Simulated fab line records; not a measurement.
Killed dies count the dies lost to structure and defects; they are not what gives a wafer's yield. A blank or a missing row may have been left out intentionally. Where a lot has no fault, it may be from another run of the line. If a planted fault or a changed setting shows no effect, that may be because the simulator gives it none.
Which of the tools did it?	flow n5-finfet	28 wafers from 10 lots sampled at 6 of the route's 1938 steps

## WHAT THE GAUGES SHOWED, per wafer
N5_HKMG_FIN_CD_MEAS_49: target cd 202 nm. Usual: cd-nm reads 201.8 nm (standard deviation 1.2).
lot	measured	on	cd-nm (nm)	flag
L980	day 4 11:30	cd-sem-01	202.4 203.3 203.0	
L982	day 5 00:02	cd-sem-03	203.0 202.8 203.0	
L985	day 5 17:57	cd-sem-01	202.8 202.7 201.4	
L991	day 7 13:26	cd-sem-02	194.8 194.1 194.0	OFF
L993	day 8 02:17	cd-sem-03	198.1 198.1 197.9	OFF
L995	day 8 12:26	cd-sem-01	202.1 202.1 202.0	
L996	day 8 17:23	cd-sem-01	201.1 200.1	
L997	day 8 20:09	cd-sem-02	202.5 201.8	
L998	day 9 04:12	cd-sem-03	199.3 200.4 200.2	
L101	day 9 19:05	cd-sem-01	200.8 200.0 200.2	

N5_BEOL_M4_RC_MEAS_101. Usual: DIBL_N 36.1 mV/V, standard deviation 2; DIBL_P 36.3 mV/V, standard deviation 2.4; IOFF_N 0.15 nA/um, standard deviation 0.035; IOFF_P 0.21 nA/um, standard deviation 0.039; ION_N 672 uA/um, standard deviation 15; ION_P 463 uA/um, standard deviation 9.7; SS_N 71.5 mV/dec, standard deviation 0.7; SS_P 73.2 mV/dec, standard deviation 0.75; VT_N 251 mV, standard deviation 3.6; VT_P -250 mV, standard deviation 3.8.
lot	measured	on	DIBL_N (mV/V)	DIBL_P (mV/V)	IOFF_N (nA/um)	IOFF_P (nA/um)	ION_N (uA/um)	ION_P (uA/um)	SS_N (mV/dec)	SS_P (mV/dec)	VT_N (mV)	VT_P (mV)	flag
L980	day 8 08:31	prober-01	32.3 37.0 35.8	33.3 38.7 37.5	0.11 0.19 0.16	0.18 0.27 0.25	672 694 688	481 481 484	71.6 71.2 71.5	72.3 73.3 73.6	254 247 249	-248 -245 -247	
L982	day 9 04:03	prober-01	34.1 37.2 35.7	36.1 39.6 36.1	0.14 0.17 0.15	0.20 0.26 0.19	670 664 660	461 463 458	71.1 71.7 72.0	72.7 73.7 72.8	248 250 251	-250 -250 -252	
L985	day 9 22:31	prober-01	35.6 33.7 35.2	35.5 34.3 35.2	0.15 0.15 0.16	0.21 0.19 0.21	667 670 677	464 457 461	71.7 70.9 71.2	73.1 72.5 73.4	250 249 246	-248 -248 -249	
L991	day 11 12:25	prober-01	36.8 37.1 34.5	38.0 37.9 34.3	0.18 0.18 0.13	0.25 0.26 0.20	691 684 663	474 473 459	71.4 71.4 70.8	74.8 73.8 73.7	247 249 249	-247 -247 -251	
L993	day 11 23:55	prober-01	35.3 39.3 34.5	35.0 39.7 34.1	0.14 0.23 0.14	0.22 0.30 0.21	673 675 684	471 467 477	71.3 72.1 70.8	72.7 73.5 72.3	249 247 248	-248 -242 -248	
L995	day 12 15:20	prober-02	37.7 36.5 33.0	37.9 36.8 32.1	0.17 0.17 0.10	0.25 0.25 0.16	685 682 655	477 478 458	72.1 71.6 70.3	73.7 73.6 71.6	249 249 259	-248 -247 -254	
L996	day 12 20:33	prober-02	40.0 42.3	41.2 42.9	0.21 0.26	0.27 0.31	683 692	461 468	72.2 73.1	74.7 75.0	249 243	-249 -245	
L997	day 12 20:45	prober-01	36.2 37.4	37.2 38.7	0.15 0.18	0.19 0.21	660 691	455 469	71.9 71.7	73.4 73.3	251 248	-253 -250	
L998	day 12 23:37	prober-02	36.1 34.5 33.7	38.5 35.5 33.6	0.17 0.14 0.12	0.24 0.20 0.17	673 666 662	474 462 456	71.7 72.0 71.0	74.1 73.4 72.7	250 250 252	-250 -251 -255	
L101	day 13 18:54	prober-02	37.6 35.1 38.3	36.7 33.4 38.3	0.17 0.13 0.19	0.24 0.19 0.27	673 661 701	467 461 481	71.1 70.7 71.2	74.5 72.1 73.5	249 252 247	-247 -249 -243	

## TOOL THAT RAN EACH LOT (tool first, then ch and the chambers of the sampled wafers, then the start)
lot	N5_SDB_CUT_ETCH_26	N5_DUMMY_REMOVAL_HM_STRIP_01	N5_HKMG_FIN_ALD_75	N5_HKMG_FIN_EXPOSE_46
L980	rie-si-06 ch 1,2,3, day 4 06:40	rie-diel-06 ch 0,1, day 4 10:00	ald-hk-02 ch 2,3, day 4 11:02	arfi-scanner-03 ch 0, day 4 11:23
L982	rie-si-06 ch 0,2,3, day 4 19:23	rie-diel-02 ch 0,1,2, day 4 22:40	ald-hk-02 ch 0,1,3, day 4 23:41	arfi-scanner-01 ch 0, day 4 23:55
L985	rie-si-03 ch 2,3, day 5 13:09	rie-diel-06 ch 0,1,2, day 5 16:25	ald-hk-01 ch 0,2, day 5 17:29	arfi-scanner-03 ch 0, day 5 17:50
L991	rie-si-01 ch 1,2,3, day 7 08:30	rie-diel-06 ch 1,2,3, day 7 11:46	ald-hk-02 ch 0,2,3, day 7 12:53	arfi-scanner-03 ch 0, day 7 13:19
L993	rie-si-01 ch 1,2,3, day 7 21:22	rie-diel-06 ch 0,1, day 8 00:40	ald-hk-01 ch 1,2, day 8 01:56	arfi-scanner-03 ch 0, day 8 02:09
L995	rie-si-01 ch 1,3, day 8 07:41	rie-diel-06 ch 0,2,3, day 8 10:57	ald-hk-03 ch 0,1,3, day 8 12:05	arfi-scanner-01 ch 0, day 8 12:19
L996	rie-si-06 ch 0,1, day 8 12:06	rie-diel-02 ch 0,1, day 8 15:45	ald-hk-01 ch 0,1, day 8 17:02	arfi-scanner-01 ch 0, day 8 17:16
L997	rie-si-03 ch 0,1, day 8 14:41	rie-diel-02 ch 0,3, day 8 18:38	ald-hk-02 ch 2,3, day 8 19:49	arfi-scanner-01 ch 0, day 8 20:02
L998	rie-si-06 ch 0,1,2, day 8 23:01	rie-diel-03 ch 0,3, day 9 02:24	ald-hk-03 ch 0,2,3, day 9 03:44	arfi-scanner-02 ch 0, day 9 04:04
L101	rie-si-03 ch 0,3, day 9 13:45	rie-diel-02 ch 0,2,3, day 9 17:01	ald-hk-02 ch 0,1,2, day 9 18:37	arfi-scanner-02 ch 0, day 9 18:58
- N5_SDB_CUT_ETCH_26: etches Si in HBr/Cl2/O2, target depth 129.6 nm, bt time 20 s, time 51.8 s.
- N5_DUMMY_REMOVAL_HM_STRIP_01: strips SiNx in CH3F/O2, stops on poly-Si, target depth 4 nm, time 6.8 s.
- N5_HKMG_FIN_ALD_75: deposits Al2O3, target thk 1 nm, co reactant pulse time 1 s.
- N5_HKMG_FIN_EXPOSE_46: exposes mask NDIPOLE.

## AS READ BY THE TOOLS THEMSELVES (means over the sampled wafers that have a number; for cases with no such wafer, the mark the record gives instead)
N5_SDB_CUT_ETCH_26. Usual: drypump-motor-current-A 5.6 A, standard deviation 0.58; oes-product-au 0.999 a.u., standard deviation 0.018; throttle-valve-pct 37.4 %, standard deviation 0.32.
lot	tool	drypump-motor-current-A (A)	oes-product-au (a.u.)	throttle-valve-pct (%)	flag
L980	rie-si-06	5.5	0.995	37.2	
L982	rie-si-06	5.4	1.009	37.3	
L985	rie-si-03	5.9	1.009	37.4	
L991	rie-si-01	6.0	0.997	37.2	
L993	rie-si-01	6.0	0.999	37.2	
L995	rie-si-01	6.5	0.996	37.2	
L996	rie-si-06	5.7	0.999	37.5	
L997	rie-si-03	4.9	0.990	37.8	
L998	rie-si-06	5.5	1.000	37.5	
L101	rie-si-03	6.1	1.002	37.5	

N5_DUMMY_REMOVAL_HM_STRIP_01. Usual: drypump-motor-current-A 5.8 A, standard deviation 0.44; oes-product-au 0.65 a.u., standard deviation 0.075; rf-vpp-V 127.6 V, standard deviation 0.94; showerhead-plenum-p-Torr 2.01 Torr, standard deviation 0.064; throttle-valve-pct 16.34 %, standard deviation 0.23.
lot	tool	drypump-motor-current-A (A)	oes-product-au (a.u.)	rf-vpp-V (V)	showerhead-plenum-p-Torr (Torr)	throttle-valve-pct (%)	flag
L980	rie-diel-06	5.9	0.65	127.7	2.02	16.44	
L982	rie-diel-02	6.4	0.61	127.5	2.03	16.30	
L985	rie-diel-06	5.6	0.63	128.2	2.00	16.49	
L991	rie-diel-06	5.4	0.71	127.8	2.03	16.22	
L993	rie-diel-06	5.7	0.75	127.1	1.98	16.20	
L995	rie-diel-06	5.6	0.67	127.4	2.05	16.39	
L996	rie-diel-02	6.4	0.60	128.0	2.04	16.14	
L997	rie-diel-02	5.8	0.62	126.9	2.01	16.16	
L998	rie-diel-03	6.0	0.72	127.1	1.99	16.02	
L101	rie-diel-02	5.9	0.67	127.5	2.00	16.20	

N5_HKMG_FIN_ALD_75. Usual: heater-power-w 154 W, standard deviation 15; precursor-pulse-height-rel 0.997, standard deviation 0.021.
lot	tool	heater-power-w (W)	precursor-pulse-height-rel	flag
L980	ald-hk-02	144	0.976	
L982	ald-hk-02	153	0.997	
L985	ald-hk-01	169	0.995	
L991	ald-hk-02	142	0.994	
L993	ald-hk-01	177	0.993	
L995	ald-hk-03	148	0.986	
L996	ald-hk-01	166	0.971	
L997	ald-hk-02	142	0.977	
L998	ald-hk-03	150	0.995	
L101	ald-hk-02	152	0.998	

N5_HKMG_FIN_EXPOSE_46. Usual: exposure-dose-mJ-cm2 39.97, standard deviation 0.051; stage-vel-mm-s 499.95 mm/s, standard deviation 0.25.
lot	tool	exposure-dose-mJ-cm2	stage-vel-mm-s (mm/s)	flag
L980	arfi-scanner-03	39.90	500.16	
L982	arfi-scanner-01	39.90	499.78	
L985	arfi-scanner-03	39.95	500.00	
L991	arfi-scanner-03	36.02	500.08	OFF
L993	arfi-scanner-03	37.44	500.15	OFF
L995	arfi-scanner-01	39.96	499.90	
L996	arfi-scanner-01	40.00	499.98	
L997	arfi-scanner-01	39.93	499.69	
L998	arfi-scanner-02	40.00	500.28	
L101	arfi-scanner-02	40.01	499.95	

## THE ANSWER, worked out from the rows above alone
Rule: a lot counts as off when the mean over its wafers that have a number is more than 3 standard deviations away from the usual mean. A lot without any number at a reading at which 4 lots or more have one is off too. Any other lot the step has rows for is counted as sound. After the gauges, taken in route order, come the tools' own readings; for these a lot's mean is taken, as printed above. The first step at which some lot is off is used, and at that step the reading that is off furthest; a lot without a number counts as furthest.
Off: L991, L993 (N5_HKMG_FIN_CD_MEAS_49, cd-nm).
If a tool, at a process step before that reading, ran all the lots that are off and no sound lot after the first of them, it fits. The gauges at N5_HKMG_FIN_CD_MEAS_49 aren't tried: what is off there is off at N5_HKMG_FIN_EXPOSE_46 too, on other tools, and a gauge's error can't cause that. One candidate fits, namely arfi-scanner-03 at N5_HKMG_FIN_EXPOSE_46. A fault onset in the window from L985 (day 5 17:50, its last sound lot) to L991 (day 7 13:19, its first lot off) fits.
On the lots that are off, the tool's own readings at N5_HKMG_FIN_EXPOSE_46 differ by more than 5 times the standard deviation of the sound lots' means, which bears it out; exposure-dose-mJ-cm2 reads 36.73 there versus 39.96 on the sound lots.

## WHAT WAS PUT IN BY THE SIMULATOR
Process parameter drift: arfi-scanner-03, from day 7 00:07 on, at N5_HKMG_FIN_EXPOSE_46. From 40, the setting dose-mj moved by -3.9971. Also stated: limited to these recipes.
Lots struck among those shown: L991, L993. The rule above found the same.
